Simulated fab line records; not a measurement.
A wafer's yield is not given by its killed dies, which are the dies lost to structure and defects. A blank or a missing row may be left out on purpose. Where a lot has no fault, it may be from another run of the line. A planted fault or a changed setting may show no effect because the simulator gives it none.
fab line records    flow n5Finfet
[record] lots = 7  wafers = 21
route steps=1938 shown MOL_CONTACT_COAG@567 BEOL_M0_SAQP@636
startH: the number of hours between the record's first day and the start of the first shown wafer of the lot    waitH: how many hours have passed since the lot's step before this one    " same as the row above    L1.1+2: a row that stands for several wafers    - value missing, or start not given    * or withheld: withheld    < > ~ a bound
route shown NAME@n: NAME is a module with steps in the file, n the number in the route of the first one    usual: the fault-free wafers' mean and standard deviation    same: alike in all rows    chamber/n: place in a boat    sites: per-site readings    _std_site: standard deviation across them    _edge_site: outer sites' mean less inner sites'    radiusMm: for every site, how far away it sits from the centre of the wafer    mask NAME#n: copy n    behind: the tool/chamber that last shaped the wafer    hold: why the lot was held/for how many hours/how that ended    device: whichever transistor did not switch (one of n, p or np)    end of line: at the end of the route, the tests of the same wafers    a step with no rows: only its recipe    killed: at the first sort, the dies lost to defects and structure; wafer yield is something else    map: the dies of a wafer, with x for killed, . for not killed, _ for no die there
set.NAME: the run value of the setting; set.NAME@STEP: its run value at that earlier step    model.NAME: the simulator's own value behind a step, which no gauge read
lots where settings were altered on purpose, with a table for each step and a row for each wafer
[[steps]]
[step N5_MOL_CONTACT_COAG_COAT_78]
[recipe] resist = CAR-EUV  spinRpm = 1500  resistThkNm = 40
lot.wafer   tool           chamber  startH  waitH  set.spinRpm  model.CAR-EUV_of_MOL_CONTACT_COAG_COAT_78.thkNm
L078.1      lithoTrack-02  0        -       -      1592         38.8
L078.2+5    "              0        "       "      1500         40
L083.1+4+6  lithoTrack-02  0        -       -      1500         40.2
L084.1+3    lithoTrack-02  0        -       -      1593         38.8
L084.6      "              0        "       "      1500         40.2
L085.4+5    lithoTrack-02  0        -       -      1500         40
L085.6      "              0        "       "      1658         38
L093.1      lithoTrack-02  0        -       -      1592         39
L093.4      "              0        "       "      1500         40
L093.5      "              0        "       "      1592         38.8
L094.1+2    lithoTrack-02  0        -       -      1656         38.2
L094.3      "              0        "       "      1500         40
L097.2      lithoTrack-05  0        -       -      1500         40
L097.3      "              0        "       "      1500         40.2
L097.4      "              0        "       "      1624         38.6
[step N5_MOL_CONTACT_COAG_EBR_80]
[recipe] solvent = PGMEA  ebrWidthMm = 1.5
[step N5_MOL_CONTACT_COAG_SOFTBAKE_79]
[recipe] tempC = 110  timeS = 60  resist = CAR-EUV
[step N5_MOL_CONTACT_COAG_DESCUM_88]
[recipe] chemistry = O2  timeS = 7  sourcePowerW = 50  biasPowerW = 20  pressureMtorr = 20  rfFrequencyHz = 2.712e+07  tempC = 40  resist = CAR-EUV  o2FlowSccm = 225
lot.wafer   tool        chamber  startH  waitH  set.spinRpm@MOL_CONTACT_COAG_COAT_78  model.CAR-EUV_of_MOL_CONTACT_COAG_COAT_78.thkNm
L078.1      rieDiel-02  2        132.49  0.0    1592                                  35
L078.2+5    "           0        "       "      1500                                  36
L083.1+4+6  rieDiel-06  2,3,0    154.75  0.7    1500                                  36.2
L084.1+3    rieDiel-05  0,3      160.49  0.0    1593                                  34.8
L084.6      "           3        "       "      1500                                  36.2
L085.4      rieDiel-05  2        172.40  0.7    1500                                  36.2
L085.5      "           0        "       "      1500                                  36
L085.6      "           1        "       "      1658                                  34.2
L093.1+5    rieDiel-05  1,3      216.91  0.0    1592                                  35
L093.4      "           0        "       "      1500                                  36
L094.1+2    rieDiel-02  2,0      223.34  0.3    1656                                  34.2
L094.3      "           3        "       "      1500                                  36
L097.2      rieDiel-02  3        233.75  0.0    1500                                  36
L097.3      "           1        "       "      1500                                  36.2
L097.4      "           1        "       "      1624                                  34.6
[step N5_MOL_CONTACT_COAG_ETCH_89]
[recipe] chemistry = N2/H2  target = underlayer  targetDepthA = 130  maskMaterial = CAR-EUV  timeS = 10.4  ionEnergyEv = 200  pressureMtorr = 30  sourceW = 840  biasW = 150  n2FlowSccm = 200  h2FlowSccm = 200  ends = cleared
[step N5_MOL_CONTACT_COAG_ETCH_90]
[recipe] chemistry = CF4  target = SiARC  targetDepthA = 130  maskMaterial = CAR-EUV  timeS = 21.7  ionEnergyEv = 80  pressureMtorr = 40  sourceW = 545  biasW = 36  Ar_flow_sccm = 100  cf4FlowSccm = 100  ends = cleared
lot.wafer  tool        chamber  startH  waitH  set.spinRpm@MOL_CONTACT_COAG_COAT_78  model.CAR-EUV_of_MOL_CONTACT_COAG_COAT_78.thkNm
L078.1     rieDiel-02  2        132.55  0.0    1592                                  15.8
L078.2+5   "           0        "       "      1500                                  16.8
L083.1+6   rieDiel-06  2,0      154.81  0.0    1500                                  17
L083.4     "           3        "       "      1500                                  17.2
L084.1     rieDiel-05  0        160.54  0.0    1593                                  15.8
L084.3     "           3        "       "      1593                                  15.6
L084.6     "           3        "       "      1500                                  17
L085.4+5   rieDiel-05  2,0      172.45  0.0    1500                                  17
L085.6     "           1        "       "      1658                                  15.2
L093.1     rieDiel-05  1        216.96  0.0    1592                                  16
L093.4     "           0        "       "      1500                                  17
L093.5     "           3        "       "      1592                                  15.6
L094.1+2   rieDiel-02  2,0      223.40  0.0    1656                                  15
L094.3     "           3        "       "      1500                                  16.6
L097.2     rieDiel-02  3        233.80  0.0    1500                                  16.8
L097.3     "           1        "       "      1500                                  17.2
L097.4     "           1        "       "      1624                                  15.4
[step N5_MOL_CONTACT_COAG_ALD_131]
[recipe] material = SiO2  targetThkA = 50  tempC = 100  aldPrecursorFamily = BDEAS  aldCoReactant = O2-plasma  pulseTimeS = 1  coReactantPulseTimeS = 1  purgeTimeS = 2  coReactantPurgeTimeS = 2  aldCycles = 35  pressureTorr = 2
[step N5_MOL_CONTACT_COAG_ETCHBACK_132]
[recipe] chemistry = CHF3  target = SiO2  targetDepthA = 100  timeS = 6.7  ionEnergyEv = 200  pressureMtorr = 30  sourceW = 610  biasW = 170  Ar_flow_sccm = 200  CHF3_flow_sccm = 50
[step N5_MOL_CONTACT_COAG_ETCHBACK_135]
[recipe] chemistry = CHF3  target = SiO2  targetDepthA = 250  timeS = 16.7  ionEnergyEv = 200  pressureMtorr = 30  sourceW = 610  biasW = 170  Ar_flow_sccm = 200  CHF3_flow_sccm = 50
[step N5_MOL_CONTACT_COAG_STRIP_118]
[recipe] chemistry = CHF3  resist = SiARC  rfFrequencyHz = 6e+07
[step N5_MOL_CONTACT_COAG_VIA_ETCH_46]
[recipe] chemistry = C4F6/O2  targetDepthA = 460  overetchA = 92  maskMaterial = SOC  target = SiO2  biasW = 455  pressureMtorr = 10  timeS = 40  sourceW = 325  Ar_flow_sccm = 300  C4F6_flow_sccm = 10  O2_flow_sccm = 10  ionEnergyEv = 575.3  ends = endPoint
lot.wafer  tool        chamber  startH  waitH  set.tempC@MOL_CONTACT_COAG_PECVD_31  model.etch.depthNm
L078.1     rieDiel-06  0        132.96  0.0    400                                  46.31
L078.2     "           2        "       "      417.6                                41.33
L078.5     "           3        "       "      400                                  46.08
L083.1     rieDiel-06  3        155.27  0.0    400                                  45.58
L083.4     "           2        "       "      400                                  46.37
L083.6     "           3        "       "      400                                  46.52
L084.1     rieDiel-05  2        161.80  0.0    400                                  44.04
L084.3     "           1        "       "      389                                  49.03
L084.6     "           2        "       "      400                                  46.54
L085.4     rieDiel-06  0        173.10  0.0    400                                  45.49
L085.5     "           3        "       "      400                                  45.29
L085.6     "           0        "       "      400                                  46.52
L093.1     rieDiel-05  0        217.38  0.0    400                                  45.98
L093.4     "           1        "       "      390.2                                49.29
L093.5     "           1        "       "      390.2                                49.22
L094.1     rieDiel-02  1        223.84  0.0    394.1                                47.35
L094.2     "           3        "       "      400                                  45.84
L094.3     "           2        "       "      394.1                                47.09
L097.2     rieDiel-05  2        234.22  0.0    400                                  45.56
L097.3     "           1        "       "      400                                  46.19
L097.4     "           3        "       "      400                                  47.36
[step N5_MOL_CONTACT_COAG_ETCHBACK_136]
[recipe] chemistry = CHF3  target = SiO2  targetDepthA = 250  timeS = 16.7  ionEnergyEv = 200  pressureMtorr = 30  sourceW = 610  biasW = 170  Ar_flow_sccm = 200  CHF3_flow_sccm = 50
lot.wafer   tool        chamber  startH  waitH  set.targetDepthA
L078.1+2+5  rieDiel-06  1,3,1    134.91  0.0    250
L083.1+4+6  rieDiel-06  3,0,0    157.15  0.0    250
L084.1+6    rieDiel-06  2,3      163.91  0.0    250
L084.3      "           3        "       "      228.1
L085.4+6    rieDiel-05  1        174.68  0.0    250
L085.5      "           2        "       "      277.2
L093.1+4    rieDiel-06  2,0      218.59  0.0    250
L093.5      "           2        "       "      265.7
L094.1+3    rieDiel-05  2,0      225.52  0.0    240.1
L094.2      "           1        "       "      250
L097.2+4    rieDiel-06  0,2      235.71  0.0    250
L097.3      "           2        "       "      276.7
[step N5_MOL_CONTACT_COAG_STRIP_120]
[recipe] chemistry = CHF3  resist = SiARC  rfFrequencyHz = 6e+07
[step N5_MOL_CONTACT_COAG_VIA_ETCH_117]
[recipe] chemistry = C4F6/O2  targetDepthA = 400  overetchA = 80  maskMaterial = SOC  target = SiO2  biasW = 455  pressureMtorr = 10  timeS = 26  sourceW = 325  Ar_flow_sccm = 300  C4F6_flow_sccm = 10  O2_flow_sccm = 10  ionEnergyEv = 575.3  ends = endPoint
lot.wafer  tool        chamber  startH  waitH  set.targetDepthA@MOL_CONTACT_COAG_ETCHBACK_136  model.etch.depthNm  model.MOL_CONTACT_COAG.featureDepthNm
L078.1     rieDiel-06  1        134.94  0.0    250                                             40.11               40.2
L078.2     "           3        "       "      250                                             39.88               39.8
L078.5     "           1        "       "      250                                             39.97               40
L083.1     rieDiel-06  3        157.18  0.0    250                                             40.03               40
L083.4     "           0        "       "      250                                             40.23               40.2
L083.6     "           0        "       "      250                                             40.54               40.6
L084.1     rieDiel-06  2        163.94  0.0    250                                             40.23               40.2
L084.3     "           3        "       "      228.1                                           42.07               42
L084.6     "           3        "       "      250                                             39.62               39.6
L085.4     rieDiel-05  1        174.72  0.0    250                                             39.77               39.8
L085.5     "           2        "       "      277.2                                           37.75               37.8
L085.6     "           1        "       "      250                                             39.9                39.8
L093.1     rieDiel-06  2        218.62  0.0    250                                             40.47               40.4
L093.4     "           0        "       "      250                                             40.44               40.4
L093.5     "           2        "       "      265.7                                           38.95               39
L094.1     rieDiel-05  2        225.55  0.0    240.1                                           41.05               41
L094.2     "           1        "       "      250                                             40.04               40
L094.3     "           0        "       "      240.1                                           40.07               40
L097.2     rieDiel-06  0        235.75  0.0    250                                             40.37               40.4
L097.3     "           2        "       "      276.7                                           37.7                37.6
L097.4     "           2        "       "      250                                             40.48               40.4
[step N5_MOL_CONTACT_COAG_CVD_140]
[recipe] material = W  targetThkA = 665  mode = selectiveFill  tempC = 300  timeS = 215
lot.wafer  tool     chamber  startH  waitH  set.targetThkA  model.W_of_MOL_CONTACT_COAG_CVD_140.thkNm
L078.1     cvdW-02  0        135.42  0.1    754.2           74.8
L078.2     "        1        "       "      754.2           75.6
L078.5     "        1        "       "      665             66.6
L083.1     cvdW-02  0        157.75  0.1    665             66.8
L083.4+6   "        0        "       "      665             66.6
L084.1     cvdW-02  0        164.51  0.1    699.2           69.6
L084.3     "        0        "       "      699.2           70.6
L084.6     "        0        "       "      665             67.4
L085.4     cvdW-01  1        175.31  0.1    665             66.6
L085.5     "        0        "       "      665             67
L085.6     "        1        "       "      617.4           61.6
L093.1     cvdW-01  1        219.11  0.1    665             66.8
L093.4     "        1        "       "      665             65.6
L093.5     "        0        "       "      665             66.4
L094.1     cvdW-01  1        226.03  0.1    665             66.6
L094.2+3   "        0,1      "       "      580.5           58
L097.2     cvdW-01  0        236.27  0.1    665             66.6
L097.3     "        0        "       "      665             66.4
L097.4     "        1        "       "      665             67.2
[step N5_MOL_CONTACT_COAG_PRECLEAN_127]
[recipe] chemistry = DIW  timeS = 57.5  tempC = 23
[step N5_MOL_CONTACT_COAG_SRD_128]
[recipe] dryTimeS = 32  dry = n2Spin  spinRpm = 1500
[step N5_MOL_CONTACT_COAG_CMP_52]
[recipe] stopOn = SiO2  tOverpolishS = 1.5  postCmpClean = wDiluteNh4oh  downForcePsi = 4  platenRpm = 50.289  padVelocityMS = 1.0006  targetThkNm = 66.5
lot.wafer  tool    chamber  startH  waitH  set.targetThkA@MOL_CONTACT_COAG_CVD_140  model.W_of_MOL_CONTACT_COAG_CVD_140.thkNm
L078.2     cmp-04  2        135.74  0.0    754.2                                    68.2
L078.1     "       0        "       "      754.2                                    68.4
L078.5     "       3        "       "      665                                      66.6
L083.1     cmp-04  2        158.35  0.1    665                                      66.8
L083.4+6   "       0,1      "       "      665                                      66.6
L084.3     cmp-04  0        165.17  0.1    699.2                                    67
L084.1     "       1        "       "      699.2                                    68
L084.6     "       3        "       "      665                                      67.4
L085.4     cmp-04  1        175.66  0.1    665                                      66.6
L085.5     "       2        "       "      665                                      67
L085.6     "       3        "       "      617.4                                    61.6
L093.4     cmp-02  2        219.46  0.1    665                                      65.6
L093.1     "       3        "       "      665                                      66.8
L093.5     "       1        "       "      665                                      66.4
L094.2+3   cmp-04  1,3      226.40  0.1    580.5                                    58
L094.1     "       2        "       "      665                                      66.6
L097.2     cmp-01  1        236.61  0.0    665                                      66.6
L097.3     "       2        "       "      665                                      66.4
L097.4     "       3        "       "      665                                      67.2
[step N5_BEOL_M0_SAQP_PECVD_96]
[recipe] material = a-Si  targetThkA = 450  tempC = 350  precursor = SiH4/He  pressureTorr = 3  rfW = 100  timeS = 45.2
lot.wafer  tool      chamber  startH  waitH  set.timeS  model.a-Si_of_BEOL_M0_SAQP_PECVD_96.thkNm
L078.1     pecvd-02  1        139.80  0.0    47.31      46.8
L078.2     "         0        "       "      47.31      46.4
L078.5     "         2        "       "      45.2       45.4
L083.1     pecvd-01  0        162.56  0.0    45.2       44.6
L083.4+6   "         0,2      "       "      45.2       45
L084.1+6   pecvd-04  1,0      169.12  0.0    45.2       44.8
L084.3     "         0        "       "      45.2       44.4
L085.4+5   pecvd-02  2,0      179.52  0.0    45.2       45.8
L085.6     "         1        "       "      45.2       45.4
L093.1     pecvd-01  1        223.98  0.0    45.2       44.6
L093.4     "         1        "       "      45.2       44.8
L093.5     "         1        "       "      45.2       45
L094.1     pecvd-04  1        230.63  0.0    40.35      40
L094.2+3   "         2,0      "       "      45.2       44.4
L097.2     pecvd-02  2        242.33  0.0    41.52      41.4
L097.3+4   "         2,1      "       "      41.52      42.2
[[key]]
[split] step = N5_MOL_CONTACT_COAG_COAT_78  setting = spinRpm  stated = 1500  by = wafer
[response] step = N5_MOL_CONTACT_COAG_COAT_78  reading = model.CAR-EUV_of_MOL_CONTACT_COAG_COAT_78.thkNm  change = -0.187  per = 1%  r = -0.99
[response] step = N5_MOL_CONTACT_COAG_DESCUM_88  reading = model.CAR-EUV_of_MOL_CONTACT_COAG_COAT_78.thkNm  change = -0.18  per = 1%  r = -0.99
[response] step = N5_MOL_CONTACT_COAG_ETCH_90  reading = model.CAR-EUV_of_MOL_CONTACT_COAG_COAT_78.thkNm  change = -0.175  per = 1%  r = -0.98
[split] step = N5_MOL_CONTACT_COAG_ETCHBACK_136  setting = targetDepthA  stated = 250  by = wafer
[response] step = N5_MOL_CONTACT_COAG_VIA_ETCH_117  reading = model.etch.depthNm  change = -0.225  per = 1%  r = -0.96
[response] step = N5_MOL_CONTACT_COAG_VIA_ETCH_117  reading = model.MOL_CONTACT_COAG.featureDepthNm  change = -0.222  per = 1%  r = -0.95
[split] step = N5_MOL_CONTACT_COAG_CVD_140  setting = targetThkA  stated = 665  by = wafer
[response] step = N5_MOL_CONTACT_COAG_CVD_140  reading = model.W_of_MOL_CONTACT_COAG_CVD_140.thkNm  change = +0.658  per = 1%  r = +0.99
[response] step = N5_MOL_CONTACT_COAG_CMP_52  reading = model.W_of_MOL_CONTACT_COAG_CVD_140.thkNm  shape = bent  atLowest = 58  atStated = 66.66  atHighest = 68.3
[split] step = N5_BEOL_M0_SAQP_PECVD_96  setting = timeS  stated = 45.2  by = wafer
[response] step = N5_BEOL_M0_SAQP_PECVD_96  reading = model.a-Si_of_BEOL_M0_SAQP_PECVD_96.thkNm  change = +0.386  per = 1%  r = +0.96
split outsideThisFile step=N5_MOL_CONTACT_COAG_PECVD_31 setting=tempC
// split outsideThisFile: this setting was split too, and the file shows its column; the key of that split is in another file
